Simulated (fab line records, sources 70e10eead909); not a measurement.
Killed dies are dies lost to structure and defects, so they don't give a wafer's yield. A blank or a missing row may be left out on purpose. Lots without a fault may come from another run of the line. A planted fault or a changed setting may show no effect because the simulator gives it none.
Which tool did it? | flow nand_harc | 6 lots, 18 wafers sampled, at 1 step of a route of 1302

WHAT THE GAUGES READ, wafer by wafer
NHARC_P_M2_OVL_MEAS_10: pitch 340 nm.
lot  | measured     | on         | overlay_x_nm (nm)
L575 | day 8 01:32  | overlay-02 | 0.2 0.5 0.5
L578 | day 9 12:55  | overlay-01 | -0.3 0.1 0.0
L587 | day 13 05:22 | overlay-02 | -0.5 -0.2 0.1
L589 | day 13 19:07 | overlay-02 | 1.4 1.0 1.2
L591 | day 14 19:19 | overlay-02 | 0.2 0.5 0.2
L594 | day 15 20:20 | overlay-02 | -0.4 -0.6 -0.1

WHICH TOOL RAN EACH LOT (tool, then ch and the chambers of the sampled wafers, then the start)
The record holds no process step before these readings.

THE ANSWER, worked out from the rows above alone
Rule: what is usual is taken from the lots themselves. Put in order of their means at a reading, lots are off if they are a third of the lots or fewer, leave a main group of 4 or more, and stand apart from it by a gap of 3 or more times the standard deviation of the main group's means; of several such gaps the widest counts. A main group whose means are all the same, to the digits that the tables above print for the reading, isn't used. A lot without any number at a reading at which 4 lots or more have one is off too. The other lots that the step has rows for count as sound.
No lot is off at any reading shown: from this, nothing can be told.

WHAT THE SIMULATOR HAD PUT IN
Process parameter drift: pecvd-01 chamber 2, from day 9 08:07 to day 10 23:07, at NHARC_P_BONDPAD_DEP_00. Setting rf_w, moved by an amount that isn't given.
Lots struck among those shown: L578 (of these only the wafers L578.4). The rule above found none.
